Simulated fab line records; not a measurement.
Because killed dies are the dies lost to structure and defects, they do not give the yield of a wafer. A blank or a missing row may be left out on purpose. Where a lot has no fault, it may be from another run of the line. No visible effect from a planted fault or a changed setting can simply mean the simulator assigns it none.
Matching of chambers ; flow n5_finfet ; cmp-04 running N5_ILD0_CMP_12: 4 sister chambers
The step polishes SiNx, stops on poly-Si, t overpolish 6 s, target thk 17.67 nm. 18 wafers are shown with their chamber, then 9 later ones without.

## WAFERS, EACH WITH ITS CHAMBER
wafer;chamber;motor_current_A (A);time_to_endpoint_s (s);overpolish_run_s (s)
L075.2;3;8.2;23;5.982
L075.5;1;10.7;33;5.984
L075.6;0;9.4;26;6.005
L078.4;2;9.3;30;5.990
L078.5;3;8.5;25;5.993
L078.6;2;8.6;26;6.002
L080.3;1;10.6;29;6.009
L080.4;2;8.8;26;6.010
L080.5;2;9.0;25;6.003
L082.2;0;9.1;28;5.997
L082.3;3;8.6;22;6.005
L082.6;3;8.3;23;6.004
L084.1;3;9.1;23;6.009
L084.4;1;9.8;32;6.002
L084.6;1;10.1;30;6.020
L086.1;0;9.8;29;5.987
L086.2;1;10.0;32;6.023
L086.3;2;8.5;30;6.010

SIGNATURES, as means of the wafers listed above
reading;chamber 0;chamber 1;chamber 2;chamber 3;scatter within a chamber
motor_current_A;9.433;10.240;8.840;8.540;0.355
time_to_endpoint_s;27.67;31.20;27.40;23.20;1.76
overpolish_run_s;5.99633;6.00760;6.00300;5.99860;0.0116
Rule: distance of a wafer from a chamber = root of the sum over the readings of ((wafer's reading minus chamber's mean) / reading's scatter) squared. If the next closest chamber is less than 2 further off than the closest, the wafer can't be placed; otherwise it belongs to the closest. How the scatter is found: for the shown wafers, subtract from each reading the mean of its chamber, square and add these, divide the total by (wafers less chambers), then take the root.

## WAFERS WITH NO CHAMBER GIVEN
wafer;motor_current_A (A);time_to_endpoint_s (s);overpolish_run_s (s)
L089.2;10.1;29;6.009
L089.3;8.5;25;6.006
L089.6;10.7;32;5.993
L090.1;8.7;28;6.005
L090.2;8.5;24;6.000
L090.6;10.0;30;5.998
L094.2;10.3;30;5.993
L094.3;8.9;28;5.995
L094.5;10.2;32;5.994

## WHICH CHAMBER EACH WENT THROUGH
wafer;from the rows above;in truth
L089.2;can't be placed: 1 or 0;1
L089.3;can't be placed: 3 or 2 or 0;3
L089.6;1;1
L090.1;can't be placed: 2 or 0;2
L090.2;can't be placed: 3 or 2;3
L090.6;can't be placed: 1 or 0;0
L094.2;can't be placed: 1 or 0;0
L094.3;can't be placed: 2 or 0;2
L094.5;1;1
Correct placement for 2 of the 9. Can't be placed from these rows: 7 (the true chamber is among the candidates in 7). Wrongly placed: 0.
